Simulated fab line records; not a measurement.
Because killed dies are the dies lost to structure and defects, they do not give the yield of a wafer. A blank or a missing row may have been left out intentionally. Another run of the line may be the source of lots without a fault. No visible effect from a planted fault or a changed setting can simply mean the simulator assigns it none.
fab line records	flow nand_harc
record lots=4	wafers=12	last_day=32
route steps=1302 shown A_ONON_D1@426 A_CHANNEL_HOLE_D1@450 END@1302
lots untouched by any fault: they come from a run of this same line in which no faults occurred
start_h: hours from the record's first day to the start of the lot's first wafer shown	wait_h: hours elapsed since this lot's preceding step	" repeats the value in the row above	L1.1+2: a row that stands for several wafers	- either no value or no given start	* or withheld: withheld	< > ~ a bound
route shown NAME@n: NAME is a module with steps in the file, n the number in the route of the first one	usual: the fault-free wafers' mean and standard deviation	same: alike in all rows	chamber/n: place in a boat	sites: readings site by site	_std_site: their standard deviation	_edge_site: outer sites' mean less inner sites'	radius_mm: how far each site lies from the wafer's centre	mask NAME#n: copy n	behind: the tool/chamber that last shaped the wafer	hold: the reason the lot was held/the length of the hold in hours/how it ended	device: the n, p or np transistor that did not switch	end of line: tests of these same wafers at the route's end	a step without rows: its recipe alone	killed: dies that structure and defects cost at the first sort, which is not the same as the wafer's yield	map: per-die view of a wafer (x killed, . not killed, _ where there is no die)
set.NAME: the setting as run; set.NAME@STEP: as run at that earlier step	model.NAME: the simulator's own value behind a step, which no gauge read
lots at selected steps of the route; one table per step, one row per wafer
services: when a tool's chamber went out of use (start_h, in hours from the record's first day, below 0 if earlier), for how many hours, and the reason
## steps
# step NHARC_A_ONON_D1_DEP_03
# recipe target_thk_a=10000	n2_flow_sccm=2750	n2o_flow_sccm=2000	nh3_flow_sccm=500	sih4_flow_sccm=210	temp_c=400
# step NHARC_A_ONON_D1_DEP_06
# recipe target_thk_a=10000	n2_flow_sccm=2750	n2o_flow_sccm=2000	nh3_flow_sccm=500	sih4_flow_sccm=210	temp_c=400
# step NHARC_A_ONON_D1_DEP_09
# recipe target_thk_a=10000	n2_flow_sccm=2750	n2o_flow_sccm=2000	nh3_flow_sccm=500	sih4_flow_sccm=210	temp_c=400
# step NHARC_A_ONON_D1_DEP_12
# recipe target_thk_a=10000	n2_flow_sccm=2750	n2o_flow_sccm=2000	nh3_flow_sccm=500	sih4_flow_sccm=210	temp_c=400
# step NHARC_A_ONON_D1_ANNEAL_15
# recipe temp_c=750	time_s=3600
# step NHARC_A_ONON_D1_DEP_16
# recipe target_thk_a=10000	n2_flow_sccm=2750	n2o_flow_sccm=2000	nh3_flow_sccm=500	sih4_flow_sccm=210	temp_c=400
# step NHARC_A_ONON_D1_DEP_19
# recipe target_thk_a=10000	n2_flow_sccm=2750	n2o_flow_sccm=2000	nh3_flow_sccm=500	sih4_flow_sccm=210	temp_c=400
# usual nh3_flow_sccm=499.9/1.6
lot.wafer	tool	chamber	start_h	wait_h	nh3_flow_sccm
L963.2	pecvd_onon-01	0	187.74	0.1	498.8
L963.3	"	0	"	"	498.9
L963.6	"	0	"	"	496.7
L966.1	pecvd_onon-03	0	218.50	0.1	500.2
L966.3	"	0	"	"	499.8
L966.6	"	0	"	"	497.6
L978.2	pecvd_onon-01	0	346.21	0.1	503.1
L978.3	"	0	"	"	503.5
L978.5	"	0	"	"	500.3
L980.2	pecvd_onon-01	0	355.43	0.1	497.8
L980.3	"	0	"	"	500.9
L980.4	"	0	"	"	500.0
# step NHARC_A_ONON_D1_DEP_22
# recipe target_thk_a=10000	n2_flow_sccm=2750	n2o_flow_sccm=2000	nh3_flow_sccm=500	sih4_flow_sccm=210	temp_c=400
# step NHARC_A_ONON_D1_DEP_25
# recipe target_thk_a=10000	n2_flow_sccm=2750	n2o_flow_sccm=2000	nh3_flow_sccm=500	sih4_flow_sccm=210	temp_c=400
# step NHARC_A_ONON_D1_DEP_28
# recipe target_thk_a=10000	n2_flow_sccm=2750	n2o_flow_sccm=2000	nh3_flow_sccm=500	sih4_flow_sccm=210	temp_c=400
# step NHARC_A_ONON_D1_DEP_33
# recipe target_thk_a=2000	temp_c=400	pressure_torr=6.5	rf_w=900	teos_flow_sccm=161.4	flow_sccm=2650	target_thk_nm=200	gas=O2	material=SiO2
# step NHARC_A_CHANNEL_HOLE_D1_DEP_00
# recipe target_thk_a=31000	temp_c=400	material=aC
# step NHARC_A_CHANNEL_HOLE_D1_DEP_01
# recipe target_thk_a=1400	target_thk_nm=140	temp_c=400	pressure_torr=3.5	flow_sccm=200	rf_w=350	material=SiON
# step NHARC_A_CHANNEL_HOLE_D1_DEHYDRATE_02
# recipe temp_c=150	time_s=120
# step NHARC_A_CHANNEL_HOLE_D1_HMDS_03
# recipe time_s=30
# step NHARC_A_CHANNEL_HOLE_D1_COAT_36
# recipe temp_c=260	time_s=75
# step NHARC_A_CHANNEL_HOLE_D1_COAT_37
# recipe temp_c=225	time_s=65
# step NHARC_A_CHANNEL_HOLE_D1_COAT_04
# recipe spin_rpm=1500	resist_thk_nm=90
# step NHARC_A_CHANNEL_HOLE_D1_SOFTBAKE_05
# recipe temp_c=105	time_s=55
# step NHARC_A_CHANNEL_HOLE_D1_EBR_06
# step NHARC_A_CHANNEL_HOLE_D1_EXPOSE_07
# recipe na=1.35	target_cd_nm=100	sigma_outer=0.3	dose_mj=59.65	mask_id=HOLE_D1
# step NHARC_A_CHANNEL_HOLE_D1_PEB_08
# recipe peb_temp_c=100	peb_time_s=65
# step NHARC_A_CHANNEL_HOLE_D1_DEVELOP_09
# recipe develop_time_s=35	dev_temp_c=23
# step NHARC_A_CHANNEL_HOLE_D1_DESCUM_15
# recipe time_s=3	o2_flow_sccm=200	ar_flow_sccm=0	bias_power_w=0	chemistry=O2
# step NHARC_A_CHANNEL_HOLE_D1_ETCH_38
# recipe target_depth_a=390	over_etch_frac=0.3	time_s=65	ion_energy_ev=80	cf4_flow_sccm=150	ar_flow_sccm=0	rf_w=300	bias_w=100	chemistry=CF4
# step NHARC_A_CHANNEL_HOLE_D1_ETCH_39
# recipe target_depth_a=2600	over_etch_frac=0.3	time_s=325	ion_energy_ev=200	n2_flow_sccm=150	h2_flow_sccm=150	ar_flow_sccm=0	rf_w=400	bias_w=150	chemistry=N2/H2
# step NHARC_END_SORT_01
# recipe temp_c=25
# usual killed_at_array=50/14	killed_at_other=0.9/1	killed_at_periphery=3.9/2.5	killed_dies=55/15	killed_open=3.5/1.9	killed_short=2.5/1.7
# same gross_dies=677
lot.wafer	tool	chamber	start_h	wait_h	killed_at_array	killed_at_other	killed_at_periphery	killed_dies	killed_open	killed_short
L966.1	prober-01	0	608.98	2.5	52	1	2	55	4	4
L966.3	prober-01	0	610.59	3.1	45	0	2	47	4	3
L966.6	prober-01	0	613.01	4.0	64	0	3	67	2	5
L980.2	prober-01	0	743.10	2.8	138	3	1	142	1	1
L980.3	prober-01	0	743.90	3.1	148	0	3	151	1	1
L980.4	prober-01	0	744.70	3.4	152	2	4	158	2	2
L978.2	prober-02	0	754.85	2.9	138	1	2	141	1	2
L978.3	prober-02	0	755.66	3.1	142	0	3	145	6	3
L978.5	prober-02	0	757.26	3.7	140	1	2	143	2	3
# killed by level:class
L966.1 A_CHANNEL_HOLE_D1:chamber_film_flake=18 A_CHANNEL_HOLE_D2:chamber_film_flake=11 A_STAIRCASE:chamber_film_flake=7 A_CONTACT:chamber_film_flake=6 A_SGD_CUT:geometric_particle:open=2 A_ONON_D1:geometric_particle:short=1 A_ONON_D1:geometric_particle:open=1 A_ONON_D2:geometric_particle:open=1
L966.3 A_CHANNEL_HOLE_D1:chamber_film_flake=20 A_CHANNEL_HOLE_D2:chamber_film_flake=9 A_STAIRCASE:chamber_film_flake=4 A_CONTACT:chamber_film_flake=3 A_ONON_D1:geometric_particle:short=2 A_CHANNEL_FILL_D1:chamber_film_flake=2 P_GATE:geometric_particle:open=1 A_ONON_D1:geometric_particle:open=1
L966.6 A_CHANNEL_HOLE_D1:chamber_film_flake=38 A_CHANNEL_HOLE_D2:chamber_film_flake=8 A_STAIRCASE:chamber_film_flake=8 A_CONTACT:chamber_film_flake=3 A_CHANNEL_FILL_D1:geometric_particle:short=2 A_CHANNEL_FILL_D1:chamber_film_flake=2 P_GATE:geometric_particle:short=1 P_CONTACT:geometric_particle:open=1
L980.2 A_ONON_D1:unspecified=89 A_CHANNEL_HOLE_D2:chamber_film_flake=20 A_SLIT:chamber_film_flake=12 A_STAIRCASE:chamber_film_flake=6 A_CHANNEL_HOLE_D1:chamber_film_flake=3 A_WL_FILL:chamber_film_flake=3 THIN_TSV:chamber_film_flake=3 A_ZERO_WELL:chamber_film_flake=2
L980.3 A_ONON_D1:unspecified=88 A_SLIT:chamber_film_flake=23 A_CHANNEL_HOLE_D2:chamber_film_flake=17 A_CHANNEL_HOLE_D1:chamber_film_flake=9 A_CONTACT:chamber_film_flake=6 A_WL_FILL:chamber_film_flake=2 P_M0:geometric_particle:open=1 A_CHANNEL_HOLE_D1:geometric_particle:short=1
L980.4 A_ONON_D1:unspecified=92 A_SLIT:chamber_film_flake=21 A_CHANNEL_HOLE_D1:chamber_film_flake=14 A_CHANNEL_HOLE_D2:chamber_film_flake=13 A_CONTACT:chamber_film_flake=5 A_STAIRCASE:chamber_film_flake=3 A_WL_FILL:chamber_film_flake=2 P_M1:geometric_particle:open=1
L978.2 A_ONON_D1:unspecified=88 A_CHANNEL_HOLE_D2:chamber_film_flake=23 A_CHANNEL_HOLE_D1:chamber_film_flake=9 A_CONTACT:chamber_film_flake=8 A_CHANNEL_FILL_D2:chamber_film_flake=6 P_CONTACT:geometric_particle:short=1 A_ONON_D2:geometric_particle:short=1 A_WL_FILL:geometric_particle:open=1
L978.3 A_ONON_D1:unspecified=87 A_CHANNEL_HOLE_D2:chamber_film_flake=20 A_CONTACT:chamber_film_flake=9 A_CHANNEL_HOLE_D1:chamber_film_flake=5 A_SLIT:chamber_film_flake=4 A_CHANNEL_FILL_D2:chamber_film_flake=3 A_CHANNEL_HOLE_D2:geometric_particle:open=2 A_CHANNEL_FILL_D2:geometric_particle:open=2
L978.5 A_ONON_D1:unspecified=85 A_CHANNEL_HOLE_D2:chamber_film_flake=26 A_CHANNEL_HOLE_D1:chamber_film_flake=8 A_CONTACT:chamber_film_flake=6 A_SLIT:chamber_film_flake=4 A_DECK1_JOINT:chamber_film_flake=2 A_CHANNEL_FILL_D2:chamber_film_flake=2 P_CONTACT:geometric_particle:open=1
# map L978.3 (x killed, . not)
____________.____________
_________......._________
_______x.........._______
______xxx..........______
_____.xxxx.........._____
____.xxxx.......x.x..____
____.xxx......x.x....____
___..xxxx......x.x....___
___...xx.x....xxxxxx..___
__...x........xxxxxxx..__
__......x.....xxxxxxxx.__
_..x.x.......xxxxxxxx..x_
_............xxxxxxxxx.._
_........x...xxxxxxxx..._
_........x....xxxxxxxx.._
_............xxxxxxxxx.._
..............xxxxxx.....
...............xxx...x...
.........x.....xxxxx.....
.............x..xxx....x.
x.....................xx.
_................x......_
_..................x.x.._
_.xx.......x....x......._
_....................x.._
_.....x...............x._
__...............x...xx__
__..x..................__
___........x....xx....___
___....x.....x.xx....x___
____......x..........____
____.................____
_____..............._____
______.............______
_______..........._______
_________......._________
____________.____________
# map L980.4 (x killed, . not)
____________.____________
_________......._________
_______x.x........_______
______.x...........______
_____...x..........._____
____.x..x.x..........____
____.xxx........x..x.____
___..xxx.....x.x.xxxx.___
___............xxxxxx.___
__...........x.xxxxxx..__
__.......x....xxxxxxx..__
_....x......xxxxxxxxxx.._
_x............xxxxxxxxx._
_..x.........xxxxxxxxxx._
_.............xxxxxxx..._
_.............xxxxxxxxx._
.............xxxxxxxx....
........x.....x.xxx.x....
..............xxxxxxx..x.
................x.x......
...................x....x
_..x...............xx..._
_...................x.x._
_.................xx...._
_...............x.xx...._
_................xxxxxxx_
__................xxxx.__
__...............xxxxxx__
___..........x...x.xx.___
___.............x.xxx.___
____...........x...xx____
____............x..x.____
_____..............._____
______...x.........______
_______..........x_______
_________......._________
____________.____________
## services
tool	chamber	start_h	hours	kind
pecvd_onon-03	-	227.04	13.0	pm
pecvd_onon-01	-	269.00	13.0	pm
## key
first_sign step=NHARC_END_SORT_01	reading=killed_at_array	direction=up	sigmas=6.6	usual=50	struck=143
effect step=NHARC_END_SORT_01	reading=killed_dies	direction=up	sigmas=6.3	usual=55	struck=147
more_kills_born_at NHARC_A_ONON_D1_DEP_19@pecvd_onon-01=529
met_at NHARC_A_ONON_D1_DEP_19
struck_wafers L978.2,L978.3,L978.5,L980.2,L980.3,L980.4
tester_left_out L978,L980
onset_between 187.74 346.21
also_fits time
fault kind=chamber_particle_source	tool=pecvd_onon-01	chamber=-	onset_h=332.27	steps=NHARC_A_ONON_D1_DEP_19	rate_per_visit_cm2=0.89119	end_h=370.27
# tester_left_out: of these lots the tester's yield and bins aren't shown, on N5 and GAA mostly nor the transistor test; their killed dies are dies lost to structure and defects alone, not to doping, threshold or leakage, so they don't give the yield
